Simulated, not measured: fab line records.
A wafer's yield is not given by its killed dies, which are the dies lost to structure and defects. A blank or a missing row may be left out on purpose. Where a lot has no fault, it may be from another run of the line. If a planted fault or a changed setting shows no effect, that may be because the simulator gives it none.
Matching of chambers	flow n5_finfet	N5_BEOL_M3_DEP_57 on pecvd-03: 3 sister chambers
The step deposits SiCN from 3MS/NH3, target thk 8 nm, time 14 s. 16 wafers are shown with their chamber, then 8 later ones without.

## EACH WAFER AND ITS CHAMBER
wafer	chamber	showerhead_vpp_V (V)	showerhead_plenum_p_Torr (Torr)	throttle_valve_pct (%)
L074.4	2	834	3.666	9.7
L074.5	1	850	3.673	9.4
L074.6	0	947	3.677	8.9
L076.1	0	964	3.669	9.0
L076.2	2	853	3.663	9.4
L076.5	1	872	3.668	9.1
L084.1	0	959	3.675	9.0
L084.3	1	864	3.676	8.9
L084.6	1	844	3.682	8.9
L083.1	0	958	3.670	9.0
L083.5	1	865	3.664	9.3
L083.6	0	969	3.676	8.9
L090.2	1	858	3.670	9.4
L090.3	0	996	3.667	9.1
L090.4	2	841	3.662	8.6
L088.1	1	860	3.680	9.2

SIGNATURES (means of the wafers above)
reading	chamber 0	chamber 1	chamber 2	scatter within a chamber
showerhead_vpp_V	965.50	859.00	842.67	12.7
showerhead_plenum_p_Torr	3.67233	3.67329	3.66367	0.00518
throttle_valve_pct	8.983	9.171	9.233	0.27
Rule: for each reading, subtract the chamber's mean from the wafer's reading, divide by that reading's scatter and square the result; add these up over the readings and take the root, which gives the wafer's distance from the chamber. The wafer belongs to the nearest chamber; if the next one is less than 2 further off, it can't be placed. The scatter: the root of (the sum of the squares of (reading less its chamber's mean) over the shown wafers, divided by (wafers less chambers)).

## WAFERS WITH NO CHAMBER GIVEN
wafer	showerhead_vpp_V (V)	showerhead_plenum_p_Torr (Torr)	throttle_valve_pct (%)
L088.2	839	3.658	8.9
L088.5	970	3.666	8.8
L093.1	845	3.667	8.8
L093.4	977	3.672	8.8
L093.5	858	3.685	9.5
L094.1	827	3.663	8.7
L094.5	828	3.657	8.8
L094.6	982	3.676	8.9

## WHICH CHAMBER EACH WENT THROUGH
wafer	from the rows above	in truth
L088.2	can't be placed: 2 or 1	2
L088.5	0	0
L093.1	can't be placed: 2 or 1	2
L093.4	0	0
L093.5	can't be placed: 1 or 2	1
L094.1	can't be placed: 2 or 1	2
L094.5	can't be placed: 2 or 1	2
L094.6	0	0
Correct placement for 3 of the 8. Not placeable from these rows: 5 (in 5, the candidates include the true chamber). Number placed wrongly: 0.
